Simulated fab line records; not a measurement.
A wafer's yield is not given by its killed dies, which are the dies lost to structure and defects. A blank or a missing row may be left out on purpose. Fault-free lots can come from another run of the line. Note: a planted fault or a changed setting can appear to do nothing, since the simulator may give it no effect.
Matching of chambers + flow n5-finfet + N5_BEOL_M10_DESCUM_33 on rie-diel-02: 4 sister chambers
The step chemistry O2, time 7.9 s. 8 wafers are shown with their chamber, then 10 later ones without.

WAFERS WITH THEIR CHAMBER
| wafer  | chamber | throttle-valve-pct (%) | showerhead-plenum-p-Torr (Torr) |
|--------|---------|------------------------|---------------------------------|
| L079.6 | 3       | 20.36                  | 2.097                           |
| L078.5 | 3       | 20.36                  | 2.096                           |
| L086.3 | 0       | 20.52                  | 2.011                           |
| L089.2 | 0       | 20.54                  | 2.007                           |
| L089.3 | 2       | 20.86                  | 2.060                           |
| L089.6 | 1       | 20.34                  | 2.077                           |
| L092.3 | 2       | 20.87                  | 2.059                           |
| L092.4 | 1       | 20.36                  | 2.076                           |

WAFERS MISSING THEIR CHAMBER
| wafer  | throttle-valve-pct (%) | showerhead-plenum-p-Torr (Torr) |
|--------|------------------------|---------------------------------|
| L092.6 | 20.53                  | 2.007                           |
| L093.1 | 20.89                  | 2.058                           |
| L093.3 | 20.41                  | 2.087                           |
| L093.4 | 20.54                  | 2.006                           |
| L094.1 | 20.54                  | 2.005                           |
| L094.5 | 20.89                  | 2.057                           |
| L094.6 | 20.35                  | 2.075                           |
| L096.1 | 20.57                  | 2.004                           |
| L096.2 | 20.37                  | 2.073                           |
| L096.3 | 20.88                  | 2.056                           |

WHICH CHAMBER EACH ONE RAN IN
| wafer  | from the rows above     | in truth |
|--------|-------------------------|----------|
| L092.6 | 0                       | 0        |
| L093.1 | 2                       | 2        |
| L093.3 | can't be placed: 3 or 1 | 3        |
| L093.4 | 0                       | 0        |
| L094.1 | 0                       | 0        |
| L094.5 | 2                       | 2        |
| L094.6 | 1                       | 1        |
| L096.1 | 0                       | 0        |
| L096.2 | 1                       | 1        |
| L096.3 | 2                       | 2        |
Correctly placed: 9 of 10. Can't be placed from these rows: 1 (the true chamber is among the candidates in 1). Number placed wrongly: 0.
How it was worked out, from the rows above alone: a wafer's distance from a chamber is the root of the sum, over the readings, of the square of ((its reading less the chamber's mean) divided by the reading's scatter). The wafer belongs to the nearest chamber; if the next one is less than 2 further off, it can't be placed. For every chamber, the mean is computed from those of its wafers that are shown. The scatter is the square root of a quotient: the sum, over the shown wafers, of each reading's squared deviation from its chamber's mean, divided by wafers minus chambers.
